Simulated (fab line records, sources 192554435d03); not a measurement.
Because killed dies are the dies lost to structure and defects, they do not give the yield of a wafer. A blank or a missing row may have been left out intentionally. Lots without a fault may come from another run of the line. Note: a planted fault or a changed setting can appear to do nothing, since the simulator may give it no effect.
Matching of chambers -- flow n5 finfet -- N5_SPACER0_ALD_00 on ald sin-02 has 4 sister chambers
The step deposits SiOCN, target thk 3.5 nm, pulse time 3 s, purge time 2 s. 8 wafers are shown with their chamber, then 8 later ones without.

WAFERS PAIRED WITH THEIR CHAMBERS
wafer,chamber,heater power w (W),precursor pulse height rel
L075.6,2,830,0.994
L079.4,2,842,0.972
L080.3,3,807,1.010
L080.6,1,845,1.017
L082.4,0,771,0.981
L082.5,3,806,1.024
L082.6,0,764,1.003
L085.2,1,827,1.025

WAFERS WITHOUT THEIR CHAMBER
wafer,heater power w (W),precursor pulse height rel
L085.3,815,1.020
L085.5,830,0.988
L091.3,815,0.950
L091.5,803,1.003
L091.6,770,1.030
L094.1,824,1.001
L094.5,793,0.968
L094.6,797,0.990

THE CHAMBER EACH PASSED THROUGH
wafer,from the rows above,in truth
L085.3,can't be placed: 3 or 1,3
L085.5,can't be placed: 2 or 1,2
L091.3,can't be placed: 2 or 3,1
L091.5,3,3
L091.6,can't be placed: 0 or 3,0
L094.1,can't be placed: 2 or 1 or 3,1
L094.5,can't be placed: 0 or 3 or 2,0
L094.6,can't be placed: 3 or 0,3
Correct placement for 1 of the 8. Can't be placed from these rows: 7 (the true chamber is among the candidates in 6). Number placed wrongly: 0.
How it was worked out, from the rows above alone: a wafer's distance from a chamber is the root of the sum, over the readings, of the square of ((its reading less the chamber's mean) divided by the reading's scatter). The wafer belongs to the nearest chamber; if the next one is less than 2 further off, it can't be placed. For every chamber, the mean is computed from those of its wafers that are shown. The scatter: the root of (the sum of the squares of (reading less its chamber's mean) over the shown wafers, divided by (wafers less chambers)).
